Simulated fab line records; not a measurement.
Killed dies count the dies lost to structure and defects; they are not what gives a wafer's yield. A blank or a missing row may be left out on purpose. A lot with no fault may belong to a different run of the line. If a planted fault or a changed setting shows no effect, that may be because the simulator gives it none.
A lot that was struck, set against a sound lot || flow n5Finfet || 23 out of 1938 route steps
Sound: wafers L370.1, L370.3, L370.5. Wafers struck: L373.3, L373.4, L373.5. The cause comes at the end.
For every step that has rows: the tool of each side, followed by ch and its chambers, followed by its first start. Under that, the readings that differ: sound wafers || struck wafers || difference of the means || sigmas: that difference in standard deviations of wafers without a fault.
alike: a reading whose means differ by less than 2 such deviations, as well as words and numbers matching on both sides. not compared: withheld readings; readings where some wafer has no value; bounds like >300 that might hide an equal value; numbers whose values overlap and for which the record gives no deviation.
A row with sigmas, a row that says differs or no value, or rows on one side alone: a step with any of these is where the two part. Numbers that have no deviation but don't overlap get no sigmas and don't part them. Lack of a reading on every wafer of one side parts them only where that side has two or more wafers.

first, 8 steps without rows for these wafers: N5_BEOL_M1_ECD_50 (material Cu, target thk 300 nm); N5_BEOL_M1_ANNEAL_51 (time 90 s); N5_BEOL_M1_CMP_52 (polishes, stops on SiOC, t overpolish 6.8 s, target thk 40 nm); N5_BEOL_M1_PRE_CLEAN_60 (time 15 s); N5_BEOL_M1_CO_CAP_55 (material Co, precursor CCTBA/H2, target thk 2 nm, time 102.1 s); N5_BEOL_M1_PRE_CLEAN_56 (time 15 s); N5_BEOL_M1_DEP_57 (deposits SiCN from 3MS/NH3, target thk 8 nm, time 14 s); N5_BEOL_M2_ILD_DEP_00 (deposits SiOC from DEMS/O2, target thk 79 nm, time 15.3 s).
N5_BEOL_M2_PECVD_72: deposits SiO2 from TEOS/O2, target thk 16 nm, time 18 s.
  sound on pecvd-02 ch 0,1, day 7 21:20; struck on pecvd-04 ch 0,1, day 9 01:54
  alike: heaterPowerW, showerheadPlenumPTorr, throttleValvePct
then, 10 steps without rows for these wafers: N5_BEOL_M2_HM_DEP_02 (deposits TiN, target thk 20 nm); N5_BEOL_M2_COAT_61 (time 60 s, resist thk 60 nm); N5_BEOL_M2_COAT_62 (time 60 s, resist thk 12 nm); N5_BEOL_M2_COAT_73 (time 60 s, resist thk 5 nm); N5_BEOL_M2_COAT_05 (resist thk 30 nm); N5_BEOL_M2_EBR_07; N5_BEOL_M2_SOFTBAKE_06 (time 60 s); N5_BEOL_M2_EXPOSE_08 (exposes mask M2); N5_BEOL_M2_PEB_09 (peb time 60 s); N5_BEOL_M2_DEVELOP_10 (develop time 30 s).
N5_BEOL_M2_INSPECT_13: inspects for defects (brightfield).
  sound: defectInspect-02 at day 7 22:34; struck: defectInspect-01 at day 9 04:31
{"reading": "rawDefectCount", "sound": "528 426 504", "struck": "1183 1179 1309", "difference": "+738", "sigmas": "+7"}
then, 1 step without rows for these wafers: N5_BEOL_M2_DESCUM_16 (chemistry O2, time 7 s).
-- here the record skips 3 days between the struck wafers' starts before and after, leaving off in module BEOL_M2 and picking up in module BEOL_M4 (first step shown: number 1111 of the route) --
N5_BEOL_M4_RC_MEAS_101:
  sound on prober-01 ch 0, day 10 15:46; struck on prober-02 ch 0, day 11 17:19
  alike: DIBL_N, DIBL_P, IOFF_N, IOFF_P, ION_N, ION_P, SS_N, SS_P, VT_N, VT_P
-- record jumps: 4 days separate the struck wafers' starts on either side; left off in module BEOL_M4, taken up again in module PASSIVATION, whose first shown step is the route's number 1936 --
N5_PASSIVATION_PROBE_49:
  record: rows for the struck wafers here (prober-02, day 16 00:38), none for the sound ones

== WHERE THEY PART ==
First at N5_BEOL_M2_INSPECT_13; last, within this record, at N5_PASSIVATION_PROBE_49.

WHY: the cause the simulator had injected
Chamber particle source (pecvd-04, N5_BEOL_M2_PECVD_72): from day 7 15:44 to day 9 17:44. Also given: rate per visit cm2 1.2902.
